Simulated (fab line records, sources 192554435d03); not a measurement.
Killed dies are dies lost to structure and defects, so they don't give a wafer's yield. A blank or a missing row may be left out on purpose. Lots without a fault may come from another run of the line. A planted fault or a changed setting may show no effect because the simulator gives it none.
fab line records | flow n5_finfet
record lots=12 wafers=32 last_day=18
route steps=1938 shown MOL_CONTACT_COAG@539 PASSIVATION@1936
lots that met no fault: from a run of the same line without faults
start_h: hours from the record's first day to the start of the lot's first wafer shown | wait_h: hours since the lot's step before | " the same as in the row above | L1.1+2: a row that stands for several wafers | - no value, or no start given | * or withheld: withheld | < > ~ a bound
route shown NAME@n: a module of which the file shows steps, and the number in the route of the first | usual: mean/standard deviation of fault-free wafers | same: alike in all rows | chamber/n: place in a boat | sites: the reading at each site | _std_site: their standard deviation | _edge_site: outer sites' mean less inner sites' | radius_mm: how far each site lies from the wafer's centre | mask NAME#n: copy n | behind: the tool/chamber that last shaped the wafer | hold: why the lot was held/for how many hours/how that ended | device: the transistor (n, p or np) that didn't switch | end of line: the same wafers' tests at the end of the route | a step without rows: its recipe alone | killed: dies lost to structure and defects at the first sort, not the wafer's yield | map: a wafer's dies, x killed, . not, _ none there
set.NAME: the setting as run; set.NAME@STEP: as run at that earlier step | model.NAME: the simulator's own value behind a step, which no gauge read
steps of the route over a sample of lots; a table a step, a row a wafer
services: from which hour (start_h, from the record's first day; less than 0 if before it) a tool's chamber was out of use, for how many hours, and why
## steps
# step N5_MOL_CONTACT_COAG_STRIP_98
# recipe chemistry=N2/H2 power_w=500 temp_c=40 pressure_mtorr=50 rf_frequency_hz=6e+07 overash_fraction=0.3 bias_power_w=8 h2_frac=0.5 n2_flow_sccm=300 h2_flow_sccm=300
# usual drypump_motor_current_A=5.7/0.38 n2_flow_sccm=300.0/0.8 oes_product_au=0.82/0.092 rf_vpp_V=54.2/1.5 showerhead_plenum_p_Torr=3.37/0.099 temp_c=40.00/0.11 throttle_valve_pct=18.91/0.21
# columns lot.wafer tool chamber start_h wait_h drypump_motor_current_A n2_flow_sccm oes_product_au rf_hours_counter_h rf_vpp_V showerhead_plenum_p_Torr temp_c throttle_valve_pct
L692.2 rie_diel-05 2 92.87 0.0 5.8 300.6 0.93 14 55.6 3.29 39.91 18.64
L692.3 " 0 " " 5.7 301.7 0.84 64 54.1 3.43 40.08 18.75
L692.5 " 3 " " 6.3 299.3 0.70 - 55.6 3.48 39.75 18.96
L693.1 rie_diel-05 1 99.66 0.0 5.9 299.5 0.95 5 55.7 3.28 39.99 18.97
L693.2 " 2 " " 5.8 300.5 0.92 16 53.3 3.29 39.98 18.66
L693.4 " 0 " " 5.8 298.7 0.83 66 55.2 3.43 40.02 18.72
L696.2 rie_diel-06 3 121.22 0.0 5.2 299.7 0.70 242 57.6 3.43 39.93 19.00
L696.3 " 1 " " 6.2 298.4 0.70 195 54.4 3.19 39.90 19.37
L696.4 " 2 " " 5.3 300.7 0.90 36 51.4 3.55 39.79 18.75
L697.2 rie_diel-05 0 123.31 0.0 5.8 299.2 0.84 74 52.3 3.43 40.06 18.78
L697.4 " 3 " " 6.3 299.3 0.70 222 54.2 3.48 39.88 19.00
L697.5 " 0 " " 5.7 299.9 0.83 - 52.6 3.43 40.15 18.74
L698.2 rie_diel-05 0 136.35 0.0 5.7 300.3 0.81 80 52.8 3.42 40.11 18.76
L698.5 " 1 " " 5.9 301.8 0.95 - 54.0 3.27 40.32 18.99
L699.1 rie_diel-05 0 138.95 0.0 5.8 301.1 0.81 81 54.2 3.42 40.11 18.75
L699.2 " 2 " " 5.8 300.5 0.89 32 53.6 3.28 40.12 18.70
L708.1 rie_diel-05 2 190.06 0.0 5.8 301.3 0.86 52 52.4 3.27 39.79 18.72
L708.3 " 3 " " 6.4 298.8 0.66 248 58.6 3.46 39.93 19.07
L708.6 " 0 " " 5.7 300.0 0.80 - 54.5 3.41 40.12 18.80
L709.1 rie_diel-01 0 198.72 0.0 5.4 300.8 0.85 72 53.5 3.38 40.10 18.70
L709.4 " 1 " " 6.1 300.3 0.82 89 55.0 3.37 40.03 18.79
L709.5 " 0 " " 5.4 299.1 0.85 - 56.4 3.38 39.99 18.72
L710.4 rie_diel-05 1 204.61 0.0 5.9 299.4 0.91 - 55.2 3.26 40.18 19.04
L710.6 " 2 " " 5.8 300.7 0.87 - 53.5 3.27 39.88 18.73
L711.2 rie_diel-06 2 209.14 0.0 5.3 299.6 0.86 62 55.4 3.54 40.06 18.77
L711.3 " 1 " " 6.2 302.0 0.70 222 52.8 3.18 40.11 19.42
L711.6 " 1 " " 6.2 300.6 0.69 - 55.3 3.18 39.93 19.41
L714.2 rie_diel-01 0 229.81 0.0 5.5 298.6 0.84 82 55.7 3.37 40.18 18.76
L714.3 " 2 " " 4.9 299.9 0.88 45 49.0 3.42 40.13 18.77
L714.5 " 0 " " 5.4 298.8 0.82 - 52.6 3.37 39.99 18.72
L713.4 rie_diel-05 0 230.08 0.0 5.7 299.8 0.79 116 54.9 3.40 39.79 18.81
L713.6 " 2 " " 5.8 300.2 0.85 - 53.3 3.26 40.12 18.76
# step N5_MOL_CONTACT_COAG_SPUTTER_143
# recipe material=Co target_thk_a=25 temp_c=25 chamber_pressure_pa=0.2
# usual throttle_valve_pct=30.7/0.86
# columns lot.wafer tool chamber start_h wait_h throttle_valve_pct
L692.2 pvd_sputter-03 - 94.47 0.0 31.1
L692.3 " - " " 30.8
L692.5 " - " " 31.3
L693.1 pvd_sputter-02 - 102.12 0.0 32.2
L693.2 " - " " 29.7
L693.4 " - " " 30.3
L696.2 pvd_sputter-03 - 123.49 0.0 32.0
L696.3 " - " " 31.6
L696.4 " - " " 31.0
L697.2 pvd_sputter-03 - 125.45 0.0 30.6
L697.4 " - " " 30.6
L697.5 " - " " 30.9
L698.2 pvd_sputter-02 - 137.69 0.0 29.7
L698.5 " - " " 29.9
L699.1 pvd_sputter-01 - 141.62 0.0 30.3
L699.2 " - " " 29.6
L708.1 pvd_sputter-02 - 193.50 0.0 32.3
L708.3 " - " " 31.3
L708.6 " - " " 29.7
L709.1 pvd_sputter-02 - 200.69 0.0 30.9
L709.4 " - " " 32.6
L709.5 " - " " 29.9
L710.4 pvd_sputter-01 - 206.63 0.0 30.2
L710.6 " - " " 30.6
L711.2 pvd_sputter-02 - 212.73 0.0 30.5
L711.3 " - " " 32.6
L711.6 " - " " 30.7
L714.2 pvd_sputter-02 - 232.48 0.0 30.7
L714.3 " - " " 32.7
L714.5 " - " " 29.7
L713.4 pvd_sputter-01 - 232.56 0.0 30.6
L713.6 " - " " 29.6
# step N5_MOL_CONTACT_COAG_CMP_23
# recipe stop_on=SiO2 t_overpolish_s=1.5 post_cmp_clean=cu_alkaline down_force_psi=2 platen_rpm=50.289 pad_velocity_m_s=1.0006 target_thk_nm=0
# usual motor_current_A=7.7/0.74 overpolish_run_s=1.499/0.0083 time_to_endpoint_s=10.8/2.4
# columns lot.wafer tool chamber start_h wait_h motor_current_A overpolish_run_s time_to_endpoint_s
L692.2 cmp-04 1 96.46 0.0 8.7 1.495 12.8
L692.3 " 3 " " 7.7 1.480 13.8
L692.5 " 1 " " 8.3 1.500 12.1
L693.4 cmp-04 3 105.66 0.1 7.9 1.504 9.7
L693.1 " 0 " " 7.8 1.494 9.0
L693.2 " 1 " " 9.3 1.510 9.5
L696.4 cmp-04 3 125.79 0.0 8.2 1.489 13.3
L696.3 " 1 " " 9.0 1.497 13.3
L696.2 " 2 " " 7.2 1.516 9.0
L697.4 cmp-02 0 129.58 0.1 8.2 1.506 11.9
L697.2 " 2 " " 6.2 1.496 12.7
L697.5 " 0 " " 8.0 1.491 11.6
L698.2 cmp-02 3 141.15 0.1 7.0 1.511 15.2
L698.5 " 3 " " 7.4 1.501 13.2
L699.2 cmp-04 1 143.79 0.1 8.7 1.514 12.1
L699.1 " 2 " " 7.0 1.483 8.3
L708.3 cmp-02 2 196.17 0.0 6.1 1.494 9.2
L708.1 " 0 " " 8.2 1.499 8.7
L708.6 " 3 " " 7.3 1.500 15.2
L709.1 cmp-01 0 205.68 0.1 7.9 1.500 9.4
L709.4 " 1 " " 8.2 1.488 8.8
L709.5 " 3 " " 7.3 1.492 8.3
L710.4 cmp-02 1 209.87 0.1 7.1 1.490 10.4
L710.6 " 1 " " 6.9 1.490 11.9
L711.2 cmp-01 0 214.96 0.1 7.5 1.504 12.4
L711.3 " 1 " " 8.3 1.498 13.6
L711.6 " 3 " " 7.4 1.505 11.6
L714.2 cmp-02 0 235.79 0.0 7.9 1.494 10.5
L714.3 " 1 " " 7.0 1.495 13.6
L714.5 " 1 " " 7.2 1.493 12.3
L713.4 cmp-04 1 236.11 0.2 9.0 1.496 11.4
L713.6 " 2 " " 7.3 1.509 8.6
# step N5_MOL_CONTACT_COAG_ALD_27
# recipe material=SiOC target_thk_a=170 temp_c=400 ald_precursor_family=carbosiloxane ald_co_reactant=H2-plasma pulse_time_s=1.5 time_s=2720 purge_time_s=2 co_reactant_purge_time_s=2 ald_cycles=340 pressure_torr=2
# usual heater_power_w=823/70 precursor_pulse_height_rel=0.999/0.021 run_length_s=2770.0/0.65 time_s=2720/0
# same pulse_time_s=1.5
# columns lot.wafer tool chamber start_h wait_h heater_power_w precursor_pulse_height_rel run_length_s time_s
L692.2 ald_sin-03 1 98.16 0.9 860 0.992 2769.4 2720
L692.3 " 0 " " 840 1.023 2769.6 2720
L692.5 " 2 " " 901 0.949 2770.6 2720
L693.1 ald_sin-03 1 106.44 0.0 841 1.034 2769.5 2720
L693.2 " 3 " " 737 1.013 2771.0 2720
L693.4 " 2 " " 871 1.009 2771.0 2720
L696.2 ald_sin-04 0 126.65 0.0 824 1.001 2771.0 2720
L696.3 " 1 " " 761 1.002 2770.1 2720
L696.4 " 2 " " 865 0.981 2768.8 2720
L697.2 ald_sin-04 3 130.36 0.0 876 0.992 2769.4 2720
L697.4 " 0 " " 797 1.022 2770.8 2720
L697.5 " 2 " " 833 0.967 3432.4 3383.7
L698.2 ald_sin-04 1 141.94 0.0 761 0.975 2770.3 2720
L698.5 " 1 " " 745 1.013 3434.7 3383.7
L699.1 ald_sin-04 1 144.59 0.0 762 1.038 3434.2 3383.7
L699.2 " 2 " " 852 0.996 2768.9 2720
L708.1 ald_sin-02 1 197.43 0.0 821 1.008 2769.3 2720
L708.3 " 0 " " 743 1.012 2769.7 2720
L708.6 " 0 " " 741 0.982 2769.9 2720
L709.1 ald_sin-02 3 206.51 0.1 974 0.969 2770.1 2720
L709.4 " 0 " " 769 1.029 2770.1 2720
L709.5 " 2 " " 710 1.005 2769.2 2720
L710.4 ald_sin-03 3 210.66 0.0 753 0.987 2770.6 2720
L710.6 " 1 " " 875 0.992 2769.9 2720
L711.2 ald_sin-04 0 215.70 0.0 802 0.990 2770.4 2720
L711.3 " 3 " " 880 1.035 2770.0 2720
L711.6 " 0 " " 809 0.982 2770.3 2720
L714.2 ald_sin-02 2 236.73 0.1 707 1.041 2769.8 2720
L714.3 " 0 " " 763 1.003 2769.6 2720
L714.5 " 2 " " 718 1.013 2769.2 2720
L713.4 ald_sin-02 0 238.27 1.3 776 0.998 2770.1 2720
L713.6 " 3 " " 950 1.021 2770.6 2720
# step N5_PASSIVATION_PROBE_49
# usual killed_at_M0_to_M3=31/11 killed_at_M4_up=14/5.1 killed_at_contacts=12/5.6 killed_at_front_end=42/12 killed_at_other=3.8/2.9 killed_dies=103/18 killed_open=67/14 killed_short=33/8
# same gross_dies=1180 killed_at_back_side=0
# columns lot.wafer tool chamber start_h wait_h killed_at_M0_to_M3 killed_at_M4_up killed_at_contacts killed_at_front_end killed_at_other killed_dies killed_open killed_short
L699.2 prober-01 - 326.31 0.1 40 22 11 55 1 129 82 41
L698.2 prober-01 - 339.47 0.1 15 15 11 60 4 105 73 22
L708.1 prober-02 - 380.43 0.0 18 10 7 44 5 84 55 29
L708.3 prober-02 - 380.53 0.1 43 12 3 28 5 91 54 33
L708.6 prober-02 - 380.68 0.3 40 13 12 41 2 108 68 39
# killed by level:class
L699.2 BEOL_M0_SAQP:geometric_particle:short=14 STI_FIN_REVEAL:geometric_particle:open=13 BEOL_M0_SAQP:geometric_particle:open=11 MOL_CONTACT_COAG:geometric_particle:open=8 BEOL_M4:geometric_particle:open=7 BEOL_M5:geometric_particle:open=7 BEOL_M3:geometric_particle:open=6 DUMMY_GATE:geometric_particle:open=6
L698.2 FIN_SAQP:geometric_particle:open=15 MOL_CONTACT_COAG:geometric_particle:open=10 HKMG_FIN:area_etch=10 STI_FIN_REVEAL:geometric_particle:open=8 GATE_CUT:geometric_particle:short=6 BEOL_M2:geometric_particle:open=6 FIN_SAQP:geometric_particle:short=5 BEOL_M4:geometric_particle:open=5
L708.1 FIN_SAQP:geometric_particle:open=12 STI_FIN_REVEAL:geometric_particle:open=12 FIN_SAQP:geometric_particle:short=11 MOL_CONTACT_COAG:geometric_particle:open=5 BEOL_M0_SAQP:geometric_particle:short=4 BEOL_M1:geometric_particle:open=4 DUMMY_GATE:geometric_particle:open=3 BEOL_M3:geometric_particle:open=3
L708.3 BEOL_M3:geometric_particle:open=10 BEOL_M0_SAQP:geometric_particle:short=8 BEOL_M1:geometric_particle:open=7 FIN_SAQP:geometric_particle:short=6 BEOL_M2:geometric_particle:open=6 BEOL_M0_SAQP:geometric_particle:open=5 FIN_SAQP:geometric_particle:open=4 GATE_CUT:geometric_particle:open=4
L708.6 FIN_SAQP:geometric_particle:open=18 BEOL_M3:geometric_particle:open=10 MOL_CONTACT_COAG:geometric_particle:open=8 FIN_SAQP:geometric_particle:short=7 BEOL_M2:geometric_particle:open=5 STI_FIN_REVEAL:geometric_particle:open=4 DUMMY_GATE:geometric_particle:open=4 BEOL_M0:geometric_particle:open=4
## services
# columns tool chamber start_h hours kind
cmp-04 - 69.77 5.2 pm
ald_sin-04 3 78.90 5.6 repair
cmp-04 - 79.54 0.7 repair
ald_sin-04 2 82.36 6.0 repair
ald_sin-02 - 85.25 14.0 pm
rie_diel-05 1 89.71 3.3 repair
cmp-02 - 95.02 0.8 repair
rie_diel-06 3 100.54 10.5 repair
cmp-04 - 107.29 1.2 repair
cmp-04 - 119.98 2.2 repair
rie_diel-06 - 125.58 28.1 pm
cmp-04 - 128.44 4.0 pm
rie_diel-01 2 128.72 2.3 repair
pvd_sputter-02 - 140.26 0.6 repair
ald_sin-03 1 155.05 4.3 repair
ald_sin-04 3 161.32 9.1 repair
cmp-02 - 161.40 8.3 pm
cmp-01 - 164.60 2.4 repair
cmp-04 - 185.04 3.2 repair
cmp-02 - 201.77 6.7 pm
cmp-02 - 209.12 0.2 repair
ald_sin-03 3 212.51 5.3 repair
ald_sin-03 1 221.01 18.6 repair
ald_sin-04 1 221.87 4.1 repair
## key
first_sign step=N5_MOL_CONTACT_COAG_ALD_27 reading=time_s direction=up sigmas=99+ usual=* struck=*
effect step=N5_MOL_CONTACT_COAG_ALD_27 reading=run_length_s direction=up sigmas=99+ usual=* struck=*
met_at N5_MOL_CONTACT_COAG_ALD_27
struck_lots L697,L698,L699
struck_wafers L697.5,L698.5,L699.1
tester_left_out L697,L698,L699
baseline_loss step=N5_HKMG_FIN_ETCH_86 wafers=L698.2
not_acting_at N5_MOL_CONTACT_COAG_STRIP_98,N5_MOL_CONTACT_COAG_SPUTTER_143,N5_MOL_CONTACT_COAG_CMP_23
onset_between 126.65 130.36
fault kind=process_parameter_drift tool=ald_sin-04 chamber=- onset_h=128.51 steps=N5_MOL_CONTACT_COAG_ALD_27 channel=time_s offset=* shape=step end_h=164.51 scope=struck_wafers_only stated=*
# tester_left_out: of these lots the tester's yield and bins aren't shown, on N5 and GAA mostly nor the transistor test; their killed dies are dies lost to structure and defects alone, not to doping, threshold or leakage, so they don't give the yield
# baseline_loss: these wafers lose ten dies or more at that step, a loss of the line's own and not of a fault; the sort's usual values leave them out
